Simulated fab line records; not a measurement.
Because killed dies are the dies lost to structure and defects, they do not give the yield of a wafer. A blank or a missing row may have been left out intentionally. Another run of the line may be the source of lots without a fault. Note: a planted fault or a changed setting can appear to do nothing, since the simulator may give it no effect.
fab line records	flow nand_harc	part 1 of 2: steps 1 to 27 of 42
record lots=5	wafers=15	last_day=24
route steps=1159 shown P_CONTACT@252 P_M0@253 P_M1@285
lots that met no fault: taken from a fault-free run of the same line
start_h: the number of hours between the record's first day and the start of the first shown wafer of the lot	wait_h: hours elapsed since this lot's preceding step	" as in the row above	L1.1+2: several wafers, shown together as one row	- either no value or no given start	* or withheld: withheld	< > ~ a bound
route shown NAME@n: a module of which the file shows steps, and the number in the route of the first	usual: average and standard deviation across the fault-free wafers	same: alike in all rows	chamber/n: place in a boat	sites: the reading at each site	_std_site: their standard deviation	_edge_site: mean of outer sites minus mean of inner sites	radius_mm: for every site, how far away it sits from the centre of the wafer	mask NAME#n: copy n	behind: the most recent tool/chamber to have shaped the wafer	hold: reason for holding the lot/hours on hold/outcome of the hold	device: transistor that didn't switch, given as n, p or np	end of line: at the end of the route, the tests of the same wafers	a step with no rows: only its recipe	killed: dies lost to structure and defects at the first sort, not the wafer's yield	map: a wafer's dies, marking killed ones x, the rest . and places with no die _
set.NAME: the run value of the setting; set.NAME@STEP: its run value at that earlier step	model.NAME: the simulator's own value behind a step, which no gauge read
lots at selected steps of the route; one table per step, one row per wafer
services: when a tool's chamber went out of use (start_h, in hours from the record's first day, below 0 if earlier), for how many hours, and the reason
## steps
# step NHARC_P_CONTACT_INSPECT_27
# usual raw_defect_count=296/130
lot.wafer	tool	chamber	start_h	wait_h	raw_defect_count
L079.2	defect_inspect-02	-	140.97	0.1	392
L079.3	"	-	"	"	307
L079.5	"	-	"	"	487
L080.2	defect_inspect-01	-	156.77	0.1	338
L080.3	"	-	"	"	333
L080.4	"	-	"	"	435
L087.2	defect_inspect-01	-	195.39	0.1	213
L087.4	"	-	"	"	176
L087.6	"	-	"	"	151
L091.2	defect_inspect-01	-	220.16	0.1	115
L091.5	"	-	"	"	206
L091.6	"	-	"	"	218
L095.3	defect_inspect-02	-	242.36	0.1	269
L095.5	"	-	"	"	206
L095.6	"	-	"	"	203
# step NHARC_P_M0_DEP_00
# recipe target_thk_a=1500	target_thk_nm=150	temp_c=withheld	pressure_torr=5	flow_sccm=200	rf_w=600	material=SiOC
lot.wafer	tool	chamber	start_h	wait_h
L079.3+2+5	pecvd-01	1,0,2	141.03	0.1
L080.3+2+4	pecvd-04	0,2,1	156.84	0.1
L087.2+6+4	pecvd-02	2,1,0	195.51	0.1
L091.2+6+5	pecvd-04	1,0,1	220.45	0.3
L095.3+5+6	pecvd-02	0,0,2	242.42	0.1
# step NHARC_P_M0_DEHYDRATE_01
# recipe temp_c=150	time_s=120
# same time_s=120
lot.wafer	tool	chamber	start_h	wait_h
L079.2+3+5	litho_track-01	0	141.44	-
L080.2+3+4	litho_track-01	0	157.25	-
L087.2+4+6	litho_track-04	0	195.86	-
L091.2+5+6	litho_track-01	0	220.77	-
L095.3+5+6	litho_track-06	0	242.86	-
# step NHARC_P_M0_HMDS_02
# recipe time_s=30
# same time_s=30
lot.wafer	tool	chamber	start_h	wait_h
L079.2+3+5	litho_track-01	0	-	-
L080.2+3+4	litho_track-01	0	-	-
L087.2+4+6	litho_track-04	0	-	-
L091.2+5+6	litho_track-01	0	-	-
L095.3+5+6	litho_track-06	0	-	-
# step NHARC_P_M0_COAT_33
# recipe temp_c=200	time_s=65
# same time_s=65
lot.wafer	tool	chamber	start_h	wait_h
L079.2+3+5	litho_track-01	0	-	-
L080.2+3+4	litho_track-01	0	-	-
L087.2+4+6	litho_track-04	0	-	-
L091.2+5+6	litho_track-01	0	-	-
L095.3+5+6	litho_track-06	0	-	-
# step NHARC_P_M0_COAT_03
# recipe spin_rpm=1500	resist_thk_nm=90
lot.wafer	tool	chamber	start_h	wait_h
L079.2+3+5	litho_track-01	0	-	-
L080.2+3+4	litho_track-01	0	-	-
L087.2+4+6	litho_track-04	0	-	-
L091.2+5+6	litho_track-01	0	-	-
L095.3+5+6	litho_track-06	0	-	-
# step NHARC_P_M0_SOFTBAKE_04
# recipe temp_c=105	time_s=55
# same time_s=55
lot.wafer	tool	chamber	start_h	wait_h
L079.2+3+5	litho_track-01	0	-	-
L080.2+3+4	litho_track-01	0	-	-
L087.2+4+6	litho_track-04	0	-	-
L091.2+5+6	litho_track-01	0	-	-
L095.3+5+6	litho_track-06	0	-	-
# step NHARC_P_M0_EBR_05
lot.wafer	tool	chamber	start_h	wait_h
L079.2+3+5	litho_track-01	0	-	-
L080.2+3+4	litho_track-01	0	-	-
L087.2+4+6	litho_track-04	0	-	-
L091.2+5+6	litho_track-01	0	-	-
L095.3+5+6	litho_track-06	0	-	-
# step NHARC_P_M0_EXPOSE_06
# recipe na=1.35	target_cd_nm=90	dose_mj=81.28	mask_id=P_M0
# usual focus_offset_nm=0.1/0.56
lot.wafer	tool	chamber	start_h	wait_h	mask	focus_offset_nm
L079.2	arfi_scanner-02	0	141.74	-	P_M0#0	-0.3
L079.3	"	0	"	"	P_M0#0	-0.1
L079.5	"	0	"	"	P_M0#0	0.3
L080.2	arfi_scanner-01	0	157.54	-	P_M0#0	-0.6
L080.3	"	0	"	"	P_M0#0	0.0
L080.4	"	0	"	"	P_M0#0	-0.2
L087.2	arfi_scanner-02	0	196.16	-	P_M0#0	-0.6
L087.4	"	0	"	"	P_M0#0	0.0
L087.6	"	0	"	"	P_M0#0	0.4
L091.2	arfi_scanner-02	0	221.06	-	P_M0#0	0.3
L091.5	"	0	"	"	P_M0#0	0.7
L091.6	"	0	"	"	P_M0#0	1.4
L095.3	arfi_scanner-03	0	243.16	-	P_M0#0	0.4
L095.5	"	0	"	"	P_M0#0	0.5
L095.6	"	0	"	"	P_M0#0	-0.4
# step NHARC_P_M0_PEB_07
# recipe peb_temp_c=100	peb_time_s=65
# same peb_time_s=65
lot.wafer	tool	chamber	start_h	wait_h
L079.2+3+5	litho_track-06	0	141.80	0.1
L080.2+3+4	litho_track-06	0	157.60	0.1
L087.2+4+6	litho_track-04	0	196.22	0.1
L091.2+5+6	litho_track-04	0	221.12	0.1
L095.3+5+6	litho_track-04	0	243.21	0.0
# step NHARC_P_M0_DEVELOP_08
# recipe develop_time_s=35	dev_temp_c=23
lot.wafer	tool	chamber	start_h	wait_h
L079.2+3+5	litho_track-06	0	-	-
L080.2+3+4	litho_track-06	0	-	-
L087.2+4+6	litho_track-04	0	-	-
L091.2+5+6	litho_track-04	0	-	-
L095.3+5+6	litho_track-04	0	-	-
# step NHARC_P_M0_CD_MEAS_09
# recipe target_cd_nm=90	landing_energy_ev=500
# usual cd_nm=90.0/0.6
lot.wafer	tool	chamber	start_h	wait_h	cd_nm
L079.2	cd_sem-01	0	141.88	-	90.0
L079.3	"	0	"	"	90.2
L079.5	"	0	"	"	90.5
L080.2	cd_sem-01	0	157.68	-	91.1
L080.3	"	0	"	"	90.4
L080.4	"	0	"	"	90.0
L087.2	cd_sem-02	0	196.30	-	89.5
L087.4	"	0	"	"	90.5
L087.6	"	0	"	"	90.1
L091.2	cd_sem-02	0	221.20	-	89.9
L091.5	"	0	"	"	89.3
L091.6	"	0	"	"	90.1
L095.3	cd_sem-02	0	243.30	-	88.8
L095.5	"	0	"	"	89.8
L095.6	"	0	"	"	89.9
# step NHARC_P_M0_OVL_MEAS_10
# recipe pitch_nm=180
# usual overlay_x_nm=-0.2/0.9	overlay_y_nm=-0.1/0.75
lot.wafer	tool	chamber	start_h	wait_h	overlay_x_nm	overlay_y_nm
L079.2	overlay-02	-	141.97	-	-0.1	-0.9
L079.3	"	-	"	"	0.5	-0.5
L079.5	"	-	"	"	-0.3	-0.1
L080.2	overlay-02	-	157.77	-	-0.3	0.9
L080.3	"	-	"	"	-0.5	-0.1
L080.4	"	-	"	"	-0.4	0.5
L087.2	overlay-02	-	196.38	-	1.8	0.4
L087.4	"	-	"	"	1.3	1.2
L087.6	"	-	"	"	1.6	0.7
L091.2	overlay-02	-	221.28	-	-0.5	0.6
L091.5	"	-	"	"	-0.4	0.3
L091.6	"	-	"	"	-0.3	0.0
L095.3	overlay-01	-	243.38	-	1.3	-0.4
L095.5	"	-	"	"	1.4	-0.2
L095.6	"	-	"	"	0.7	-0.2
# step NHARC_P_M0_INSPECT_11
# usual raw_defect_count=3.8/2.4
lot.wafer	tool	chamber	start_h	wait_h	raw_defect_count
L079.2	defect_inspect-01	-	142.00	0.0	6
L079.3	"	-	"	"	6
L079.5	"	-	"	"	6
L080.2	defect_inspect-02	-	157.81	0.0	2
L080.3	"	-	"	"	4
L080.4	"	-	"	"	4
L087.2	defect_inspect-01	-	196.42	0.0	1
L087.4	"	-	"	"	1
L087.6	"	-	"	"	4
L091.2	defect_inspect-01	-	221.32	0.0	1
L091.5	"	-	"	"	3
L091.6	"	-	"	"	6
L095.3	defect_inspect-02	-	243.42	0.0	1
L095.5	"	-	"	"	3
L095.6	"	-	"	"	4
# step NHARC_P_M0_DESCUM_14
# recipe time_s=3	o2_flow_sccm=200	ar_flow_sccm=0	bias_power_w=0	chemistry=O2
# usual drypump_motor_current_A=5.6/0.46	oes_product_au=1.002/0.011	rf_vpp_V=57.6/0.83	showerhead_plenum_p_Torr=1.88/0.073	throttle_valve_pct=11.310/0.0092
# same time_s=3
lot.wafer	tool	chamber	start_h	wait_h	drypump_motor_current_A	oes_product_au	rf_hours_counter_h	rf_vpp_V	showerhead_plenum_p_Torr	throttle_valve_pct
L079.2	rie_diel-06	2	142.06	0.1	5.0	1.026	4	58.2	1.81	11.303
L079.3	"	1	"	"	6.4	1.010	4	57.7	1.97	11.323
L079.5	"	3	"	"	5.8	1.003	-	57.8	1.82	11.326
L080.3	rie_diel-06	1	157.87	0.1	6.4	1.015	5	57.3	1.97	11.301
L080.2	"	2	"	"	5.1	1.021	5	58.6	1.81	11.299
L080.4	"	3	"	"	5.8	0.991	5	55.8	1.82	11.298
L087.2	rie_diel-06	3	196.48	0.1	5.8	0.998	7	58.6	1.82	11.317
L087.4	"	1	"	"	6.4	1.000	8	57.3	1.97	11.307
L087.6	"	0	"	"	5.3	1.015	-	56.9	1.96	11.311
L091.2	rie_diel-07	2	221.38	0.1	5.4	1.010	10	58.2	1.93	11.313
L091.6	"	2	"	"	5.4	1.015	-	57.0	1.93	11.295
L091.5	"	3	"	"	6.3	0.994	-	56.9	1.83	11.309
L095.3	rie_diel-13	1	243.49	0.1	5.1	1.011	9	56.5	1.80	11.319
L095.6	"	3	"	"	5.6	1.002	-	59.2	1.79	11.315
L095.5	"	0	"	"	5.8	1.009	-	58.7	1.84	11.281
# step NHARC_P_M0_ETCH_34
# recipe target_depth_a=400	overetch_a=120	time_s=43.94	ion_energy_ev=200	n2_flow_sccm=150	h2_flow_sccm=150	ar_flow_sccm=0	rf_w=400	bias_w=150	chemistry=N2/H2
# usual bias_w=150.0/0.48	drypump_motor_current_A=5.6/0.46	oes_product_au=1.003/0.011	rf_vpp_V=429.4/2.4	showerhead_plenum_p_Torr=2.00/0.081	throttle_valve_pct=14.171/0.0082
# same time_s=43.94
lot.wafer	tool	chamber	start_h	wait_h	bias_w	drypump_motor_current_A	oes_product_au	rf_hours_counter_h	rf_vpp_V	showerhead_plenum_p_Torr	throttle_valve_pct
L079.3	rie_diel-06	0	142.15	0.1	149.5	5.3	1.010	4	431.4	2.09	14.165
L079.2	"	1	"	"	150.3	6.4	1.006	4	433.2	2.10	14.168
L079.5	"	0	"	"	149.9	5.3	1.006	-	431.3	2.09	14.181
L080.2	rie_diel-06	2	157.95	0.1	149.4	5.0	1.019	5	427.1	1.93	14.183
L080.3	"	3	"	"	149.8	5.8	0.997	5	426.4	1.94	14.171
L080.4	"	1	"	"	150.3	6.4	1.007	5	432.1	2.10	14.166
L087.2	rie_diel-06	3	196.57	0.1	149.8	5.8	0.994	7	428.0	1.94	14.149
L087.4	"	0	"	"	150.7	5.3	1.018	8	432.0	2.09	14.185
L087.6	"	3	"	"	150.3	5.8	0.989	-	427.4	1.94	14.169
L091.2	rie_diel-07	3	221.47	0.1	149.6	6.3	1.003	13	428.9	1.94	14.162
L091.6	"	2	"	"	150.4	5.4	1.021	-	429.7	2.05	14.170
L091.5	"	3	"	"	150.2	6.3	0.998	-	428.2	1.95	14.176
L095.3	rie_diel-13	0	243.57	0.1	149.8	5.8	0.977	11	428.7	1.96	14.162
L095.5	"	2	"	"	149.5	5.3	0.988	-	431.9	2.13	14.170
L095.6	"	3	"	"	150.4	5.5	0.983	-	426.3	1.91	14.161
# step NHARC_P_M0_ETCH_15
# recipe target_depth_a=1500	overetch_a=150	time_s=82.5	c4f8_flow_sccm=withheld	ar_flow_sccm=400	rf_w=600	bias_w=300	chemistry=C4F8/Ar
# usual bias_w=300.0/0.95	oes_product_au=0.955/0.021	rf_vpp_V=439.6/2.4
# same time_s=82.5
lot.wafer	tool	chamber	start_h	wait_h	bias_w	oes_product_au	rf_hours_counter_h	rf_vpp_V
L079.3	rie_diel-06	0	-	-	300.7	0.991	4	441.1
L079.2	"	1	"	"	301.0	0.990	4	442.4
L079.5	"	1	"	"	302.1	0.997	-	443.6
L080.2	rie_diel-06	1	-	-	300.2	0.969	5	443.7
L080.4	"	2	"	"	299.8	0.981	5	437.3
L080.3	"	3	"	"	300.3	0.971	5	439.3
L087.4	rie_diel-06	1	-	-	299.7	0.940	8	443.4
L087.2	"	2	"	"	299.0	0.954	8	437.1
L087.6	"	0	"	"	299.5	0.944	-	442.6
L091.2	rie_diel-07	0	-	-	300.0	0.921	13	441.2
L091.5	"	1	"	"	299.9	0.926	-	437.3
L091.6	"	2	"	"	299.7	0.943	-	439.2
L095.3	rie_diel-13	0	-	-	301.8	0.963	11	437.8
L095.6	"	0	"	"	300.7	0.960	-	437.6
L095.5	"	1	"	"	299.9	0.967	-	436.4
# step NHARC_P_M0_CD_MEAS_16
# usual cd_nm=89.7/0.82
lot.wafer	tool	chamber	start_h	wait_h	cd_nm
L079.2	cd_sem-02	-	142.36	-	89.5
L079.3	"	-	"	"	89.6
L079.5	"	-	"	"	90.1
L080.2	cd_sem-02	-	158.17	-	90.8
L080.3	"	-	"	"	89.9
L080.4	"	-	"	"	89.5
L087.2	cd_sem-02	-	196.78	-	89.3
L087.4	"	-	"	"	90.3
L087.6	"	-	"	"	89.5
L091.2	cd_sem-02	-	221.68	-	89.2
L091.5	"	-	"	"	89.0
L091.6	"	-	"	"	90.3
L095.3	cd_sem-02	-	243.78	-	88.1
L095.5	"	-	"	"	90.2
L095.6	"	-	"	"	88.9
# step NHARC_P_M0_STRIP_18
# recipe power_w=1000	n2_flow_sccm=150	h2_flow_sccm=150	ar_flow_sccm=0	bias_w=0	chemistry=N2/H2
# usual drypump_motor_current_A=5.6/0.46	oes_product_au=1.003/0.011	rf_vpp_V=90.4/0.89	showerhead_plenum_p_Torr=2.00/0.08	throttle_valve_pct=14.172/0.0081
# same bias_w=0
lot.wafer	tool	chamber	start_h	wait_h	drypump_motor_current_A	oes_product_au	rf_hours_counter_h	rf_vpp_V	showerhead_plenum_p_Torr	throttle_valve_pct
L079.2	rie_diel-13	2	142.46	0.1	5.3	0.998	2	90.6	2.14	14.176
L079.3	"	0	"	"	5.8	0.990	3	88.7	1.96	14.177
L079.5	"	1	"	"	5.1	0.990	-	89.8	1.92	14.168
L080.4	rie_diel-13	2	158.27	0.1	5.3	0.992	3	91.4	2.14	14.179
L080.3	"	3	"	"	5.5	0.982	4	89.6	1.91	14.173
L080.2	"	0	"	"	5.7	1.001	4	90.4	1.96	14.192
L087.2	rie_diel-06	0	196.88	0.1	5.3	1.031	8	89.4	2.09	14.189
L087.4	"	2	"	"	5.0	1.023	8	90.1	1.93	14.169
L087.6	"	0	"	"	5.3	1.016	-	91.3	2.09	14.171
L091.2	rie_diel-13	3	221.83	0.1	5.5	1.002	10	89.9	1.91	14.183
L091.6	"	0	"	"	5.7	0.999	-	89.0	1.96	14.161
L091.5	"	1	"	"	5.2	0.995	-	90.5	1.92	14.172
L095.3	rie_diel-07	1	243.87	0.1	5.4	1.001	0	89.2	1.92	14.173
L095.6	"	0	"	"	5.1	1.005	-	90.8	2.04	14.175
L095.5	"	1	"	"	5.4	0.989	-	91.8	1.92	14.174
# step NHARC_P_M0_STRIP_19
# recipe time_s=600	temp_c=30	chemistry=post_etch_residue_remover
# usual bath_heat_duty_pct=12.8/1.3
# same time_s=600
lot.wafer	tool	chamber	start_h	wait_h	bath_heat_duty_pct
L079.2	wet_bench-05	3	142.71	-	13.9
L079.5	"	5	"	"	13.1
L079.3	"	6	"	"	14.0
L080.2	wet_bench-05	2	158.52	-	13.3
L080.3	"	3	"	"	14.2
L080.4	"	5	"	"	13.3
L087.4	wet_bench-01	1	197.13	-	15.1
L087.6	"	3	"	"	12.1
L087.2	"	6	"	"	14.9
L091.5	wet_bench-05	1	222.04	-	14.8
L091.2	"	4	"	"	13.4
L091.6	"	5	"	"	12.4
L095.5	wet_bench-05	4	244.12	-	12.1
L095.3	"	5	"	"	14.8
L095.6	"	1	"	"	14.1
# step NHARC_P_M0_DEGAS_28
# recipe temp_c=250	time_s=60
# usual heater_power_w=341/34
# same time_s=60
lot.wafer	tool	chamber	start_h	wait_h	heater_power_w
L079.3	pvd_sputter-02	-	142.98	-	335
L079.2	"	-	"	"	395
L079.5	"	-	"	"	306
L080.3	pvd_sputter-02	-	158.78	-	324
L080.4	"	-	"	"	400
L080.2	"	-	"	"	330
L087.2	pvd_sputter-01	-	197.40	-	291
L087.4	"	-	"	"	325
L087.6	"	-	"	"	404
L091.2	pvd_sputter-03	-	222.30	-	382
L091.6	"	-	"	"	378
L091.5	"	-	"	"	370
L095.3	pvd_sputter-01	-	244.40	-	409
L095.5	"	-	"	"	307
L095.6	"	-	"	"	405
# step NHARC_P_M0_PRE_CLEAN_29
# recipe time_s=30	temp_c=280	gas=H2/He
# usual heater_power_w=418/41
# same time_s=30
lot.wafer	tool	chamber	start_h	wait_h	heater_power_w
L079.3	pvd_sputter-02	-	-	-	415
L079.2	"	-	"	"	474
L079.5	"	-	"	"	376
L080.3	pvd_sputter-02	-	-	-	376
L080.4	"	-	"	"	407
L080.2	"	-	"	"	485
L087.2	pvd_sputter-01	-	-	-	394
L087.4	"	-	"	"	379
L087.6	"	-	"	"	401
L091.2	pvd_sputter-03	-	-	-	402
L091.5	"	-	"	"	392
L091.6	"	-	"	"	464
L095.3	pvd_sputter-01	-	-	-	494
L095.5	"	-	"	"	499
L095.6	"	-	"	"	361
# step NHARC_P_M0_PVD_20
# recipe target_thk_a=50	bias_v=168.6	power_w=15000	chamber_pressure_pa=0.12	time_s=8.06	substrate_temp_c=50	material=TaN
# usual throttle_valve_pct=30.3/1
# same time_s=8.06
lot.wafer	tool	chamber	start_h	wait_h	throttle_valve_pct
L079.2	pvd_sputter-02	-	-	-	31.6
L079.3	"	-	"	"	30.7
L079.5	"	-	"	"	31.3
L080.2	pvd_sputter-02	-	-	-	31.2
L080.4	"	-	"	"	30.0
L080.3	"	-	"	"	30.7
L087.2	pvd_sputter-01	-	-	-	31.3
L087.4	"	-	"	"	27.6
L087.6	"	-	"	"	30.5
L091.2	pvd_sputter-03	-	-	-	29.3
L091.5	"	-	"	"	30.7
L091.6	"	-	"	"	29.8
L095.3	pvd_sputter-01	-	-	-	31.2
L095.6	"	-	"	"	30.2
L095.5	"	-	"	"	31.5
# step NHARC_P_M0_PVD_21
# recipe target_thk_a=300	chamber_pressure_pa=5	power_w=5000	substrate_temp_c=30	time_s=20.49	material=Cu
# usual throttle_valve_pct=30.2/1
# same time_s=20.49
lot.wafer	tool	chamber	start_h	wait_h	throttle_valve_pct
L079.3	pvd_sputter-02	-	-	-	30.8
L079.2	"	-	"	"	31.7
L079.5	"	-	"	"	31.3
L080.3	pvd_sputter-02	-	-	-	31.3
L080.4	"	-	"	"	30.7
L080.2	"	-	"	"	30.8
L087.2	pvd_sputter-01	-	-	-	27.7
L087.4	"	-	"	"	30.7
L087.6	"	-	"	"	27.6
L091.2	pvd_sputter-03	-	-	-	29.7
L091.5	"	-	"	"	29.6
L091.6	"	-	"	"	30.7
L095.3	pvd_sputter-01	-	-	-	27.5
L095.5	"	-	"	"	30.8
L095.6	"	-	"	"	27.7
# step NHARC_P_M0_ECD_22
# recipe target_thk_a=4000	bath_temp_c=25	material=Cu
# usual bath_heat_duty_pct=5.7/0.86
lot.wafer	tool	chamber	start_h	wait_h	bath_heat_duty_pct
L079.2	ecd_cu-02	1	143.40	-	6.5
L079.3	"	0	"	"	4.9
L079.5	"	0	"	"	4.3
L080.2	ecd_cu-02	1	159.14	-	6.9
L080.3	"	1	"	"	5.8
L080.4	"	0	"	"	5.0
L087.2	ecd_cu-02	1	197.76	-	5.7
L087.4	"	0	"	"	5.1
L087.6	"	0	"	"	5.1
L091.2	ecd_cu-02	1	222.73	-	6.4
L091.5	"	0	"	"	5.2
L091.6	"	1	"	"	5.8
L095.3	ecd_cu-01	0	244.85	-	5.6
L095.5	"	0	"	"	5.2
L095.6	"	1	"	"	5.9
# step NHARC_P_M0_ANNEAL_30
# recipe temp_c=225	time_s=90
# usual wafer_temp_C_max=226.5/0.45
# same time_s=90
lot.wafer	tool	chamber	start_h	wait_h	wafer_temp_C_max
L079.2	rtp_anneal-01	0	143.78	0.3	226.7
L079.3	"	0	"	"	226.9
L079.5	"	0	"	"	226.8
L080.2	rtp_anneal-02	0	159.63	-	226.0
L080.3	"	0	"	"	225.9
L080.4	"	0	"	"	226.0
L087.2	rtp_anneal-02	0	198.18	-	226.6
L087.4	"	0	"	"	226.1
L087.6	"	0	"	"	226.4
L091.2	rtp_anneal-01	0	223.13	-	226.6
L091.5	"	0	"	"	226.6
L091.6	"	0	"	"	227.5
L095.3	rtp_anneal-01	0	245.24	-	226.5
L095.5	"	0	"	"	226.7
L095.6	"	0	"	"	226.5
# step NHARC_P_M0_CMP_23
# recipe t_overpolish_s=20	target_thk_nm=117.53
# usual motor_current_A=12.5/1.1	retaining_ring_pressure_frac=1.000/0.0052	slurry_flow_ml_min=150.0/0.45	time_to_endpoint_s=29.3/2.5
lot.wafer	tool	chamber	start_h	wait_h	motor_current_A	retaining_ring_pressure_frac	slurry_flow_ml_min	time_to_endpoint_s
L079.2	cmp-02	0	144.10	-	12.5	0.998	149.9	27.4
L079.3	"	1	"	"	14.2	1.007	150.2	25.8
L079.5	"	0	"	"	12.9	1.001	150.1	25.7
L080.2	cmp-03	1	160.18	-	12.6	1.001	149.1	25.4
L080.3	"	2	"	"	12.6	1.004	150.8	32.3
L080.4	"	0	"	"	12.7	0.996	150.3	26.8
L087.4	cmp-02	0	198.47	-	12.6	0.992	149.5	29.2
L087.2	"	1	"	"	13.7	1.006	149.9	31.5
L087.6	"	0	"	"	12.6	1.000	149.9	29.1
L091.2	cmp-01	0	223.51	-	14.9	1.002	150.2	28.6
L091.5	"	1	"	"	11.7	1.007	150.0	26.7
L091.6	"	2	"	"	11.5	1.002	150.7	24.8
L095.3	cmp-03	0	245.51	-	12.6	0.993	149.8	26.9
L095.5	"	3	"	"	13.1	0.998	150.3	30.3
L095.6	"	0	"	"	12.4	0.997	150.1	26.9
